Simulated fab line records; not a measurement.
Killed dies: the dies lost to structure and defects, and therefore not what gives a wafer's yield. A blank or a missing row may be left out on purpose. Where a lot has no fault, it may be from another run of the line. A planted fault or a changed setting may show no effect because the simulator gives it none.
fab line records	flow nand_harc
record: lots: 24	wafers: 72	last_day: 34
route steps=1302 shown A_CHANNEL_HOLE_D1@462 A_DECK1_JOINT@527 A_CHANNEL_HOLE_D2@585
lots untouched by any fault: they come from a run of this same line in which no faults occurred
start_h: the number of hours between the record's first day and the start of the first shown wafer of the lot	wait_h: time in hours since the lot's previous step	" unchanged from the row above	L1.1+2: a single row standing in for several wafers	- no value present, or no start provided	* or withheld: withheld	< > ~ a bound
route shown NAME@n: a module of which the file shows steps, and the number in the route of the first	usual: mean/standard deviation taken from wafers without a fault	same: alike in all rows	chamber/n: place in a boat	sites: each site's reading	_std_site: standard deviation of those values	_edge_site: outer sites' mean less inner sites'	radius_mm: how far each site lies from the wafer's centre	mask NAME#n: copy n	behind: the last tool/chamber to shape the wafer	hold: why the lot was held/for how many hours/how that ended	device: the n, p or np transistor that did not switch	end of line: tests of these same wafers at the route's end	a step with no rows: only its recipe	killed: at the first sort, the dies lost to defects and structure; wafer yield is something else	map: dies across one wafer; x = killed, . = not, _ = none there
set.NAME: the setting that was run; set.NAME@STEP: the one run at that earlier step	model.NAME: the simulator's own value behind a step, which no gauge read
route steps across a sampled set of lots; one table per step, one row per wafer
services: a tool's chamber out of use, with start hour (start_h, from the record's first day; less than 0 if before it), hours out, and reason
== steps ==
step: NHARC_A_CHANNEL_HOLE_D1_CD_MEAS_10
recipe: target_cd_nm: 100	landing_energy_ev: 500
usual: cd_nm: 100.1/0.6
lot.wafer	tool	chamber	start_h	wait_h	cd_nm
L074.1	cd_sem-01	0	183.44	-	100.6
L074.2	"	0	"	"	101.4
L074.5	"	0	"	"	101.3
L075.3	cd_sem-03	0	187.19	-	99.6
L075.5	"	0	"	"	98.8
L075.6	"	0	"	"	99.6
L076.1	cd_sem-03	0	198.04	-	101.1
L076.2	"	0	"	"	100.3
L076.3	"	0	"	"	100.2
L077.2	cd_sem-01	0	208.80	-	98.9
L077.3	"	0	"	"	99.4
L077.6	"	0	"	"	99.5
L078.2	cd_sem-02	0	222.95	-	100.3
L078.4	"	0	"	"	101.2
L078.5	"	0	"	"	100.3
L079.3	cd_sem-01	0	223.10	-	100.1
L079.4	"	0	"	"	99.7
L079.5	"	0	"	"	100.1
L080.3	cd_sem-02	0	245.05	-	100.6
L080.5	"	0	"	"	101.0
L080.6	"	0	"	"	100.4
L082.1	cd_sem-03	0	257.90	-	100.8
L082.5	"	0	"	"	99.8
L082.6	"	0	"	"	100.4
L081.1	cd_sem-02	0	259.01	-	99.7
L081.3	"	0	"	"	100.3
L081.4	"	0	"	"	100.2
L083.1	cd_sem-01	0	273.31	-	99.5
L083.5	"	0	"	"	99.7
L083.6	"	0	"	"	99.3
L084.1	cd_sem-02	0	289.53	-	99.3
L084.3	"	0	"	"	99.8
L084.6	"	0	"	"	100.2
L085.1	cd_sem-01	0	294.04	-	100.0
L085.3	"	0	"	"	99.6
L085.5	"	0	"	"	99.6
L086.1	cd_sem-01	0	307.12	-	100.5
L086.4	"	0	"	"	99.1
L086.5	"	0	"	"	99.8
L087.1	cd_sem-02	0	327.20	-	100.6
L087.2	"	0	"	"	99.9
L087.3	"	0	"	"	101.0
L088.1	cd_sem-01	0	328.21	-	100.9
L088.4	"	0	"	"	100.0
L088.5	"	0	"	"	100.8
L089.3	cd_sem-02	0	345.35	-	101.4
L089.5	"	0	"	"	100.7
L089.6	"	0	"	"	101.0
L090.1	cd_sem-01	0	346.07	-	99.9
L090.2	"	0	"	"	100.4
L090.3	"	0	"	"	100.3
L091.1	cd_sem-03	0	346.53	-	99.1
L091.5	"	0	"	"	99.7
L091.6	"	0	"	"	99.6
L092.1	cd_sem-03	0	355.80	-	99.9
L092.2	"	0	"	"	100.4
L092.5	"	0	"	"	100.3
L093.2	cd_sem-01	0	385.22	-	100.4
L093.4	"	0	"	"	100.5
L093.6	"	0	"	"	100.1
L094.1	cd_sem-01	0	386.92	-	99.7
L094.3	"	0	"	"	100.3
L094.4	"	0	"	"	100.5
L095.1	cd_sem-03	0	390.22	-	101.3
L095.3	"	0	"	"	100.5
L095.4	"	0	"	"	101.4
L096.1	cd_sem-01	0	398.11	-	98.8
L096.4	"	0	"	"	99.5
L096.6	"	0	"	"	99.6
L097.1	cd_sem-01	0	415.14	-	100.0
L097.2	"	0	"	"	99.9
L097.5	"	0	"	"	100.4
step: NHARC_A_CHANNEL_HOLE_D1_CD_MEAS_18
usual: cd_nm: 99.2/2
lot.wafer	tool	chamber	start_h	wait_h	cd_nm
L074.1	cd_sem-01	-	184.73	-	100.7
L074.2	"	-	"	"	101.4
L074.5	"	-	"	"	103.9
L075.3	cd_sem-03	-	188.48	-	96.6
L075.5	"	-	"	"	97.8
L075.6	"	-	"	"	97.5
L076.1	cd_sem-03	-	199.34	-	101.7
L076.2	"	-	"	"	99.2
L076.3	"	-	"	"	96.6
L077.2	cd_sem-01	-	210.10	-	93.8
L077.3	"	-	"	"	97.3
L077.6	"	-	"	"	96.0
L078.2	cd_sem-02	-	225.45	-	97.6
L078.4	"	-	"	"	95.8
L078.5	"	-	"	"	99.8
L079.3	cd_sem-01	-	225.79	-	99.0
L079.4	"	-	"	"	99.1
L079.5	"	-	"	"	97.7
L080.3	cd_sem-03	-	246.34	-	103.1
L080.5	"	-	"	"	99.6
L080.6	"	-	"	"	102.9
L082.1	cd_sem-03	-	259.19	-	96.4
L082.5	"	-	"	"	99.3
L082.6	"	-	"	"	99.0
L081.1	cd_sem-02	-	260.31	-	98.0
L081.3	"	-	"	"	102.2
L081.4	"	-	"	"	102.9
L083.1	cd_sem-02	-	274.61	-	101.1
L083.5	"	-	"	"	100.9
L083.6	"	-	"	"	96.2
L084.1	cd_sem-02	-	290.84	-	98.1
L084.3	"	-	"	"	98.4
L084.6	"	-	"	"	101.3
L085.1	cd_sem-03	-	295.33	-	96.0
L085.3	"	-	"	"	97.6
L085.5	"	-	"	"	98.3
L086.1	cd_sem-03	-	308.41	-	99.3
L086.4	"	-	"	"	96.1
L086.5	"	-	"	"	100.0
L087.1	cd_sem-03	-	328.50	-	98.2
L087.2	"	-	"	"	100.3
L087.3	"	-	"	"	101.5
L088.1	cd_sem-02	-	329.50	-	97.1
L088.4	"	-	"	"	96.6
L088.5	"	-	"	"	96.6
L089.3	cd_sem-02	-	346.64	-	101.1
L089.5	"	-	"	"	101.0
L089.6	"	-	"	"	98.1
L090.1	cd_sem-01	-	347.38	-	100.6
L090.2	"	-	"	"	101.5
L090.3	"	-	"	"	101.3
L091.1	cd_sem-02	-	347.82	-	96.5
L091.5	"	-	"	"	98.2
L091.6	"	-	"	"	98.3
L092.1	cd_sem-01	-	357.10	-	98.2
L092.2	"	-	"	"	103.6
L092.5	"	-	"	"	102.2
L093.2	cd_sem-01	-	386.56	-	101.8
L093.4	"	-	"	"	101.5
L093.6	"	-	"	"	99.1
L094.1	cd_sem-01	-	388.21	-	96.8
L094.3	"	-	"	"	103.6
L094.4	"	-	"	"	98.9
L095.1	cd_sem-03	-	391.52	-	100.9
L095.3	"	-	"	"	98.3
L095.4	"	-	"	"	102.1
L096.1	cd_sem-01	-	399.40	-	98.0
L096.4	"	-	"	"	99.5
L096.6	"	-	"	"	97.5
L097.1	cd_sem-01	-	416.43	-	96.8
L097.2	"	-	"	"	101.5
L097.5	"	-	"	"	100.2
step: NHARC_A_CHANNEL_HOLE_D1_ETCH_22
recipe: bias_v: 3000	source_w: withheld	pressure_mtorr: 20	time_s: 666.7	ar_flow_sccm: 375	c4f8_flow_sccm: 89.3	o2_flow_sccm: 35.7	temp_c: -20	target_depth_a: 16000	chemistry: C4F8/O2/Ar
usual: drypump_motor_current_A: 6.0/0.34	showerhead_plenum_p_Torr: 3.66/0.12	temp_c: -20.00/0.11	throttle_valve_pct: 32.155/0.0091
lot.wafer	tool	chamber	start_h	wait_h	drypump_motor_current_A	rf_hours_counter_h	showerhead_plenum_p_Torr	temp_c	throttle_valve_pct
L074.2	har_etch-01	0	185.67	0.4	6.0	92	3.73	-20.02	32.159
L074.1	"	1	"	"	5.8	92	3.73	-19.91	32.149
L074.5	"	0	"	"	6.0	-	3.73	-19.86	32.153
L075.3	har_etch-02	0	189.61	0.4	6.6	-	3.58	-19.96	32.151
L075.5	"	0	"	"	6.6	-	3.58	-19.82	32.163
L075.6	"	1	"	"	5.6	-	3.41	-20.06	32.140
L076.2	har_etch-02	0	200.29	0.4	6.6	311	3.57	-20.15	32.161
L076.1	"	1	"	"	5.7	311	3.41	-20.13	32.134
L076.3	"	0	"	"	6.6	-	3.57	-20.00	32.171
L077.2	har_etch-02	0	213.02	0.4	6.6	319	3.57	-19.92	32.146
L077.3	"	0	"	"	6.6	-	3.57	-19.96	32.150
L077.6	"	0	"	"	6.6	-	3.57	-19.92	32.161
L078.2	har_etch-01	0	226.48	0.4	5.9	111	3.72	-20.00	32.147
L078.4	"	1	"	"	5.8	-	3.72	-19.99	32.137
L078.5	"	0	"	"	6.0	-	3.72	-20.03	32.157
L079.3	har_etch-02	0	226.91	0.4	6.6	-	3.57	-20.00	32.146
L079.4	"	1	"	"	5.7	-	3.40	-20.06	32.156
L079.5	"	1	"	"	5.7	-	3.40	-20.08	32.166
L080.3	har_etch-01	1	247.78	0.4	5.8	-	3.72	-20.18	32.144
L080.5	"	1	"	"	5.8	-	3.72	-20.01	32.149
L080.6	"	0	"	"	5.9	-	3.72	-20.12	32.153
L082.1	har_etch-01	0	260.22	0.4	5.9	131	3.71	-20.00	32.149
L082.6	"	1	"	"	5.8	-	3.71	-19.98	32.169
L082.5	"	0	"	"	5.9	-	3.71	-20.20	32.176
L081.1	har_etch-02	0	262.15	0.7	6.6	346	3.55	-19.89	32.159
L081.3	"	0	"	"	6.6	-	3.55	-20.00	32.150
L081.4	"	0	"	"	6.6	-	3.55	-19.98	32.160
L083.1	har_etch-01	1	276.89	0.4	5.8	142	3.71	-20.08	32.132
L083.5	"	0	"	"	5.9	-	3.71	-20.02	32.159
L083.6	"	1	"	"	5.8	-	3.71	-19.99	32.151
L084.1	har_etch-01	1	291.88	0.4	5.8	150	3.70	-19.93	32.151
L084.3	"	0	"	"	5.9	-	3.70	-19.91	32.171
L084.6	"	1	"	"	5.8	-	3.70	-20.01	32.160
L085.1	har_etch-02	0	296.27	0.4	6.6	368	3.54	-20.07	32.150
L085.3	"	1	"	"	5.7	-	3.93	-20.22	32.160
L085.5	"	1	"	"	5.7	-	3.93	-20.41	32.173
L086.1	har_etch-01	1	309.78	0.4	5.8	161	3.69	-20.05	32.158
L086.4	"	1	"	"	5.8	-	3.69	-19.99	32.158
L086.5	"	1	"	"	5.8	-	3.69	-20.13	32.146
L087.1	har_etch-02	1	329.43	0.4	5.7	369	3.92	-19.84	32.159
L087.2	"	0	"	"	6.6	384	3.54	-19.97	32.157
L087.3	"	1	"	"	5.7	-	3.92	-20.04	32.166
L088.1	har_etch-01	0	330.54	0.4	5.9	169	3.69	-20.02	32.132
L088.4	"	1	"	"	5.8	-	3.69	-20.19	32.148
L088.5	"	0	"	"	5.9	-	3.69	-19.88	32.147
L089.3	har_etch-02	0	347.78	0.4	6.6	-	3.53	-19.89	32.171
L089.5	"	0	"	"	6.6	-	3.53	-20.00	32.154
L089.6	"	1	"	"	5.7	-	3.91	-20.02	32.154
L090.1	har_etch-01	0	348.33	0.4	5.9	184	3.68	-20.10	32.137
L090.2	"	1	"	"	5.8	184	3.68	-19.87	32.161
L090.3	"	1	"	"	5.8	-	3.68	-19.78	32.175
L091.1	har_etch-02	1	351.75	0.4	5.7	388	3.91	-19.90	32.143
L091.6	"	1	"	"	5.7	-	3.91	-20.07	32.166
L091.5	"	0	"	"	6.6	-	3.53	-19.99	32.155
L092.1	har_etch-01	1	358.05	0.4	5.8	188	3.68	-20.10	32.162
L092.2	"	0	"	"	6.0	188	3.68	-19.88	32.151
L092.5	"	0	"	"	5.9	-	3.68	-19.93	32.148
L093.2	har_etch-01	1	387.49	0.4	5.8	203	3.67	-19.98	32.160
L093.4	"	1	"	"	5.8	-	3.67	-19.91	32.171
L093.6	"	1	"	"	5.8	-	3.67	-19.70	32.164
L094.1	har_etch-01	0	391.65	0.4	5.9	207	3.67	-19.79	32.152
L094.4	"	0	"	"	5.9	-	3.67	-19.99	32.162
L094.3	"	1	"	"	5.8	-	3.67	-20.03	32.154
L095.1	har_etch-01	1	395.84	0.4	5.8	211	3.67	-20.21	32.149
L095.4	"	1	"	"	5.8	-	3.67	-20.15	32.151
L095.3	"	0	"	"	5.9	-	3.67	-20.05	32.147
L096.1	har_etch-01	1	400.34	0.4	5.8	215	3.67	-20.10	32.150
L096.4	"	0	"	"	5.9	-	3.67	-19.92	32.164
L096.6	"	1	"	"	5.8	-	3.67	-20.01	32.163
L097.1	har_etch-01	0	419.38	0.4	5.9	226	3.66	-19.92	32.158
L097.2	"	1	"	"	5.8	226	3.66	-20.06	32.151
L097.5	"	1	"	"	5.8	-	3.66	-19.84	32.156
step: NHARC_A_CHANNEL_HOLE_D1_ETCH_26
recipe: bias_v: 300	source_w: 2000	pressure_mtorr: 30	time_s: 224.1	ar_flow_sccm: 375	c4f8_flow_sccm: 11.4	o2_flow_sccm: 113.6	temp_c: -20	target_depth_a: 3000	chemistry: C4F8/O2/Ar
usual: drypump_motor_current_A: 6.0/0.34	showerhead_plenum_p_Torr: 3.70/0.13	temp_c: -19.99/0.11	throttle_valve_pct: 24.584/0.0099
lot.wafer	tool	chamber	start_h	wait_h	drypump_motor_current_A	rf_hours_counter_h	showerhead_plenum_p_Torr	temp_c	throttle_valve_pct
L074.2	har_etch-01	0	188.59	0.7	6.0	95	3.78	-19.95	24.573
L074.1	"	1	"	"	5.8	95	3.78	-19.92	24.589
L074.5	"	0	"	"	5.9	-	3.78	-20.04	24.589
L075.3	har_etch-02	0	192.40	0.5	6.6	-	3.61	-19.90	24.576
L075.5	"	0	"	"	6.6	-	3.61	-20.13	24.586
L075.6	"	1	"	"	5.7	-	3.44	-20.16	24.577
L076.2	har_etch-02	0	203.19	0.7	6.6	314	3.61	-19.83	24.588
L076.1	"	1	"	"	5.7	314	3.44	-19.87	24.582
L076.3	"	0	"	"	6.6	-	3.61	-19.94	24.592
L077.2	har_etch-02	0	215.87	0.6	6.6	322	3.61	-20.01	24.581
L077.3	"	0	"	"	6.6	-	3.61	-19.98	24.599
L077.6	"	0	"	"	6.6	-	3.61	-19.99	24.581
L078.2	har_etch-01	0	229.33	0.6	5.9	114	3.77	-20.05	24.582
L078.4	"	1	"	"	5.8	-	3.77	-20.00	24.592
L078.5	"	0	"	"	5.9	-	3.77	-19.91	24.576
L079.3	har_etch-02	0	229.71	0.5	6.6	-	3.60	-19.94	24.584
L079.4	"	1	"	"	5.7	-	3.43	-19.87	24.586
L079.5	"	1	"	"	5.6	-	3.43	-19.89	24.580
L080.3	har_etch-01	1	250.58	0.5	5.8	-	3.76	-20.07	24.582
L080.5	"	1	"	"	5.8	-	3.76	-20.01	24.567
L080.6	"	0	"	"	5.9	-	3.76	-20.12	24.567
L082.1	har_etch-01	0	263.09	0.6	6.0	133	3.76	-19.97	24.586
L082.6	"	1	"	"	5.8	-	3.76	-20.00	24.569
L082.5	"	0	"	"	6.0	-	3.76	-19.95	24.580
L081.1	har_etch-02	0	268.00	1.5	6.6	352	3.59	-19.92	24.566
L081.3	"	0	"	"	6.6	-	3.59	-19.71	24.605
L081.4	"	0	"	"	6.6	-	3.59	-19.83	24.573
L083.1	har_etch-01	1	279.75	0.6	5.8	145	3.75	-19.91	24.593
L083.5	"	0	"	"	5.9	-	3.75	-19.91	24.590
L083.6	"	1	"	"	5.8	-	3.75	-19.95	24.581
L084.1	har_etch-01	1	294.72	0.6	5.8	152	3.75	-20.13	24.563
L084.3	"	0	"	"	5.9	-	3.75	-19.96	24.594
L084.6	"	1	"	"	5.8	-	3.75	-19.94	24.587
L085.1	har_etch-02	0	299.17	0.7	6.6	371	3.58	-20.00	24.584
L085.3	"	1	"	"	5.7	-	3.99	-20.14	24.588
L085.5	"	1	"	"	5.7	-	3.99	-20.08	24.581
L086.1	har_etch-01	1	312.67	0.7	5.8	164	3.74	-19.99	24.579
L086.4	"	1	"	"	5.8	-	3.74	-20.01	24.588
L086.5	"	1	"	"	5.8	-	3.74	-20.01	24.595
L087.1	har_etch-02	1	332.34	0.7	5.7	371	3.98	-20.05	24.596
L087.2	"	0	"	"	6.6	386	3.57	-20.03	24.581
L087.3	"	1	"	"	5.7	-	3.98	-19.97	24.601
L088.1	har_etch-01	0	333.41	0.6	5.9	172	3.73	-19.85	24.589
L088.4	"	1	"	"	5.8	-	3.73	-19.95	24.582
L088.5	"	0	"	"	5.9	-	3.73	-19.86	24.588
L089.3	har_etch-02	0	350.56	0.5	6.6	-	3.56	-20.09	24.568
L089.5	"	0	"	"	6.6	-	3.56	-20.19	24.573
L089.6	"	1	"	"	5.7	-	3.97	-20.03	24.566
L090.1	har_etch-01	0	351.25	0.7	5.9	187	3.73	-19.93	24.573
L090.2	"	1	"	"	5.8	187	3.73	-20.15	24.591
L090.3	"	1	"	"	5.8	-	3.73	-19.88	24.571
L091.1	har_etch-02	1	354.65	0.7	5.7	390	3.96	-19.84	24.600
L091.6	"	1	"	"	5.7	-	3.96	-19.99	24.587
L091.5	"	0	"	"	6.6	-	3.56	-20.31	24.591
L092.1	har_etch-01	1	360.97	0.7	5.8	191	3.72	-20.00	24.555
L092.2	"	0	"	"	5.9	191	3.72	-19.98	24.579
L092.5	"	0	"	"	5.9	-	3.72	-20.05	24.595
L093.2	har_etch-01	1	390.39	0.7	5.8	206	3.72	-19.85	24.578
L093.4	"	1	"	"	5.8	-	3.71	-19.95	24.584
L093.6	"	1	"	"	5.8	-	3.72	-19.93	24.597
L094.1	har_etch-01	0	394.57	0.7	5.9	210	3.71	-19.86	24.596
L094.4	"	0	"	"	5.9	-	3.71	-19.87	24.581
L094.3	"	1	"	"	5.8	-	3.71	-19.88	24.583
L095.1	har_etch-01	1	398.75	0.7	5.8	214	3.71	-19.97	24.594
L095.4	"	1	"	"	5.8	-	3.71	-19.81	24.595
L095.3	"	0	"	"	5.9	-	3.71	-20.06	24.558
L096.1	har_etch-01	1	403.24	0.7	5.8	218	3.71	-19.84	24.605
L096.4	"	0	"	"	5.9	-	3.71	-20.15	24.607
L096.6	"	1	"	"	5.8	-	3.71	-20.19	24.591
L097.1	har_etch-01	0	422.30	0.7	5.9	229	3.70	-20.10	24.595
L097.2	"	1	"	"	5.8	229	3.70	-19.90	24.594
L097.5	"	1	"	"	5.8	-	3.70	-19.96	24.575
step: NHARC_A_DECK1_JOINT_CMP_13
recipe: target_thk_nm: 51.023
usual: motor_current_A: 11.4/1.3	time_to_endpoint_s: 8.2/2.2
lot.wafer	tool	chamber	start_h	wait_h	motor_current_A	time_to_endpoint_s
L074.2	cmp-04	0	249.71	0.4	10.4	8.9
L074.1	"	2	"	"	12.7	7.6
L074.5	"	1	"	"	13.4	9.6
L075.3	cmp-02	3	256.41	0.4	11.9	13.7
L075.6	"	3	"	"	11.4	12.4
L075.5	"	0	"	"	13.0	7.0
L076.3	cmp-01	0	264.82	0.4	9.4	6.6
L076.1	"	1	"	"	11.6	6.8
L076.2	"	2	"	"	10.7	7.3
L077.3	cmp-01	3	278.03	0.4	11.3	8.2
L077.2	"	0	"	"	9.4	9.1
L077.6	"	2	"	"	10.6	9.2
L078.2	cmp-04	3	289.29	0.4	10.6	11.1
L078.4	"	0	"	"	10.4	6.6
L078.5	"	0	"	"	9.7	7.0
L079.3	cmp-02	2	289.34	0.4	12.3	10.0
L079.4	"	3	"	"	11.4	12.6
L079.5	"	1	"	"	11.2	6.6
L080.3	cmp-04	1	318.39	0.4	12.9	9.4
L080.6	"	1	"	"	13.2	7.8
L080.5	"	2	"	"	13.3	8.8
L082.1	cmp-01	1	324.07	0.4	11.9	8.7
L082.6	"	3	"	"	11.2	9.4
L082.5	"	0	"	"	9.7	7.9
L081.4	cmp-04	0	331.08	0.4	10.0	10.3
L081.1	"	1	"	"	13.4	7.5
L081.3	"	2	"	"	12.7	8.2
L083.1	cmp-04	3	352.11	0.4	11.0	11.7
L083.5	"	2	"	"	12.7	9.1
L083.6	"	3	"	"	10.4	10.6
L084.3	cmp-02	2	355.99	0.4	12.2	11.6
L084.1	"	3	"	"	11.3	9.6
L084.6	"	1	"	"	11.8	6.1
L085.1	cmp-04	1	362.41	0.4	13.6	11.1
L085.3	"	3	"	"	10.3	11.9
L085.5	"	1	"	"	13.2	9.9
L086.4	cmp-04	1	375.89	0.4	13.3	7.4
L086.1	"	3	"	"	10.2	10.7
L086.5	"	1	"	"	13.1	9.0
L087.2	cmp-02	1	395.99	0.4	11.2	4.3
L087.3	"	2	"	"	12.0	7.5
L087.1	"	0	"	"	12.4	6.2
L088.4	cmp-04	3	396.05	0.4	10.7	9.7
L088.1	"	0	"	"	9.9	8.3
L088.5	"	1	"	"	14.2	9.0
L090.2	cmp-01	2	411.33	0.4	10.5	9.4
L090.1	"	3	"	"	11.3	5.5
L090.3	"	0	"	"	9.3	7.0
L089.3	cmp-04	1	411.35	0.4	13.5	5.3
L089.6	"	3	"	"	10.7	11.0
L089.5	"	0	"	"	10.4	7.3
L091.1	cmp-01	1	417.66	0.4	12.1	8.0
L091.6	"	0	"	"	9.6	6.1
L091.5	"	1	"	"	11.2	5.4
L092.2	cmp-01	2	421.33	0.4	10.4	9.9
L092.1	"	3	"	"	11.0	4.3
L092.5	"	1	"	"	10.8	7.4
L093.4	cmp-01	2	452.05	0.4	10.4	6.0
L093.2	"	3	"	"	11.4	5.1
L093.6	"	3	"	"	11.5	8.4
L095.4	cmp-04	0	456.07	0.4	9.9	7.9
L095.3	"	1	"	"	12.8	7.2
L095.1	"	3	"	"	10.1	13.1
L094.4	cmp-01	3	456.08	0.4	11.1	7.8
L094.3	"	0	"	"	9.1	8.6
L094.1	"	1	"	"	11.5	6.9
L096.4	cmp-04	1	463.36	0.4	12.9	5.7
L096.1	"	3	"	"	11.0	7.4
L096.6	"	1	"	"	13.4	5.9
L097.1	cmp-02	1	483.74	0.4	11.5	7.4
L097.2	"	3	"	"	10.7	10.5
L097.5	"	0	"	"	12.3	6.5
step: NHARC_A_CHANNEL_HOLE_D2_DESCUM_15
recipe: time_s: 3	o2_flow_sccm: 200	ar_flow_sccm: 0	bias_power_w: 0	chemistry: O2
usual: drypump_motor_current_A: 5.97/0.26	oes_product_au: 0.997/0.0099	rf_vpp_V: 57.7/0.85	showerhead_plenum_p_Torr: 1.90/0.086	throttle_valve_pct: 11.311/0.0092
lot.wafer	tool	chamber	start_h	wait_h	drypump_motor_current_A	oes_product_au	rf_hours_counter_h	rf_vpp_V	showerhead_plenum_p_Torr	throttle_valve_pct
L075.3	rie_diel-10	2	303.57	0.1	6.00	1.004	4.9	58.0	2.00	11.300
L075.6	"	0	"	"	6.21	1.001	-	57.3	1.94	11.314
L075.5	"	1	"	"	6.13	0.995	-	55.9	1.80	11.302
L074.1	rie_diel-12	2	303.71	0.1	5.60	0.989	0.9	57.6	1.93	11.315
L074.2	"	3	"	"	5.77	0.989	0.8	56.7	1.78	11.301
L074.5	"	2	"	"	5.61	0.988	-	56.1	1.93	11.319
L076.2	rie_diel-10	3	309.72	0.1	6.11	0.994	4.9	58.5	1.94	11.323
L076.1	"	0	"	"	6.19	0.995	4.2	59.2	1.94	11.323
L076.3	"	2	"	"	5.99	0.991	5.6	58.3	2.00	11.305
L077.2	rie_diel-10	3	320.62	0.1	6.10	0.987	5.9	58.1	1.94	11.294
L077.3	"	0	"	"	6.18	1.005	5.2	57.2	1.94	11.305
L077.6	"	0	"	"	6.18	0.995	-	57.1	1.94	11.323
L078.2	rie_diel-05	2	338.28	0.1	6.11	1.004	5.9	57.8	1.98	11.303
L078.4	"	0	"	"	5.54	0.971	5.5	57.9	2.03	11.318
L078.5	"	2	"	"	6.10	1.007	-	58.3	1.98	11.306
L079.3	rie_diel-12	1	338.42	0.1	6.20	0.990	3.0	55.1	1.81	11.313
L079.4	"	3	"	"	5.76	1.012	2.9	57.4	1.78	11.318
L079.5	"	1	"	"	6.21	0.999	-	57.1	1.81	11.316
L082.1	rie_diel-10	1	365.30	0.1	6.08	0.996	8.2	57.3	1.80	11.335
L082.6	"	3	"	"	6.10	0.996	-	58.5	1.94	11.302
L082.5	"	0	"	"	6.18	1.009	-	59.0	1.93	11.299
L080.3	rie_diel-05	0	365.60	0.1	5.54	1.001	7.2	57.8	2.03	11.316
L080.6	"	0	"	"	5.53	0.989	-	57.8	2.03	11.316
L080.5	"	1	"	"	5.72	1.006	-	57.5	1.81	11.320
L081.4	rie_diel-05	3	379.65	0.1	6.32	1.010	8.6	57.9	1.84	11.327
L081.3	"	0	"	"	5.51	0.997	8.5	58.4	2.03	11.305
L081.1	"	2	"	"	6.13	1.019	8.2	58.4	1.98	11.314
L083.1	rie_diel-12	0	394.51	0.1	5.97	1.002	4.8	58.7	1.81	11.313
L083.5	"	3	"	"	5.77	1.014	-	57.7	1.78	11.304
L083.6	"	0	"	"	5.97	1.011	-	58.4	1.81	11.307
L085.1	rie_diel-05	3	403.80	0.1	6.34	1.003	9.5	56.5	1.84	11.302
L085.3	"	0	"	"	5.54	0.991	9.4	58.0	2.03	11.319
L085.5	"	1	"	"	5.73	1.004	-	58.1	1.81	11.319
L084.3	rie_diel-10	1	404.35	0.1	6.12	0.990	10.9	57.8	1.80	11.324
L084.1	"	3	"	"	6.08	1.005	10.1	58.9	1.94	11.323
L084.6	"	1	"	"	6.09	1.008	-	56.7	1.80	11.291
L086.1	rie_diel-05	1	427.02	0.1	5.73	0.994	0.2	56.5	1.81	11.306
L086.4	"	2	"	"	6.09	0.995	0.2	57.1	1.98	11.318
L086.5	"	0	"	"	5.54	0.995	-	58.0	2.03	11.304
L088.4	rie_diel-10	0	441.70	0.1	6.23	0.986	0.5	57.2	1.93	11.310
L088.1	"	2	"	"	5.99	0.990	0.3	58.5	2.00	11.310
L088.5	"	0	"	"	6.19	0.989	-	57.1	1.93	11.300
L087.3	rie_diel-05	0	442.30	0.1	5.53	0.981	1.0	58.0	2.03	11.310
L087.1	"	1	"	"	5.73	0.999	0.7	59.2	1.81	11.306
L087.2	"	2	"	"	6.16	0.999	0.7	58.8	1.98	11.320
L089.3	rie_diel-05	0	452.98	0.1	5.54	0.973	1.9	58.2	2.03	11.296
L089.5	"	0	"	"	5.54	0.984	-	58.2	2.03	11.325
L089.6	"	1	"	"	5.73	0.996	-	55.8	1.81	11.305
L091.1	rie_diel-10	1	453.15	0.1	6.07	0.992	1.1	57.0	1.79	11.308
L091.6	"	3	"	"	6.11	1.001	-	59.0	1.93	11.309
L091.5	"	0	"	"	6.22	0.987	-	58.4	1.93	11.316
L090.2	rie_diel-10	0	453.60	0.1	6.24	0.988	1.3	57.5	1.93	11.308
L090.3	"	1	"	"	6.07	0.992	1.3	58.2	1.79	11.308
L090.1	"	3	"	"	6.12	0.986	1.5	57.0	1.93	11.299
L092.1	rie_diel-05	1	465.40	0.1	5.74	1.006	2.9	56.7	1.81	11.336
L092.2	"	2	"	"	6.12	1.007	2.6	57.6	1.98	11.293
L092.5	"	1	"	"	5.73	0.998	-	57.7	1.81	11.293
L094.1	rie_diel-10	0	496.18	0.1	6.22	0.982	4.0	57.6	1.93	11.323
L094.3	"	2	"	"	5.99	1.001	4.1	58.0	2.00	11.307
L094.4	"	3	"	"	6.10	0.992	4.4	57.3	1.93	11.311
L095.3	rie_diel-05	2	497.67	0.1	6.20	1.006	3.8	59.1	1.97	11.298
L095.1	"	3	"	"	6.33	0.984	3.9	57.9	1.84	11.312
L095.4	"	0	"	"	5.53	0.987	4.3	57.1	2.03	11.315
L093.2	rie_diel-12	0	498.07	0.1	5.95	1.007	3.4	58.1	1.80	11.301
L093.4	"	1	"	"	6.20	0.983	3.0	57.9	1.81	11.322
L093.6	"	3	"	"	5.77	1.000	-	55.7	1.78	11.314
L096.4	rie_diel-05	3	511.45	0.1	6.33	0.994	5.0	57.8	1.84	11.316
L096.1	"	1	"	"	5.74	0.994	5.2	56.4	1.81	11.315
L096.6	"	0	"	"	5.55	0.986	-	59.4	2.03	11.288
L097.1	rie_diel-05	0	524.96	0.1	5.54	0.993	6.0	58.6	2.03	11.309
L097.2	"	2	"	"	6.13	1.008	5.6	58.0	1.97	11.322
L097.5	"	1	"	"	5.72	0.996	-	56.7	1.81	11.304
== services ==
tool	chamber	start_h	hours	kind
cmp-04	-	188.89	3.3	repair
rie_diel-05	-	202.53	1.9	repair
cmp-04	-	209.06	4.0	pm
cmp-04	-	221.55	3.4	repair
rie_diel-05	-	229.60	9.0	pm
rie_diel-10	-	242.50	9.0	pm
cmp-04	-	307.06	4.0	pm
rie_diel-05	-	314.50	1.0	repair
rie_diel-05	1	325.77	4.3	repair
rie_diel-05	2	343.85	10.0	repair
rie_diel-10	1	344.52	9.5	repair
har_etch-02	-	377.42	17.0	pm
rie_diel-05	3	396.44	1.7	repair
cmp-04	-	405.06	4.0	pm
rie_diel-05	-	406.60	9.0	pm
rie_diel-10	-	419.50	9.0	pm
rie_diel-10	1	454.23	1.6	repair
cmp-04	-	460.96	1.6	repair
cmp-04	-	465.28	4.3	repair
cmp-04	-	478.79	4.5	repair
cmp-04	-	503.06	4.0	pm
cmp-04	-	514.29	1.1	repair
cmp-04	-	520.76	16.2	repair
rie_diel-10	2	523.57	7.0	repair
== key ==
fault none
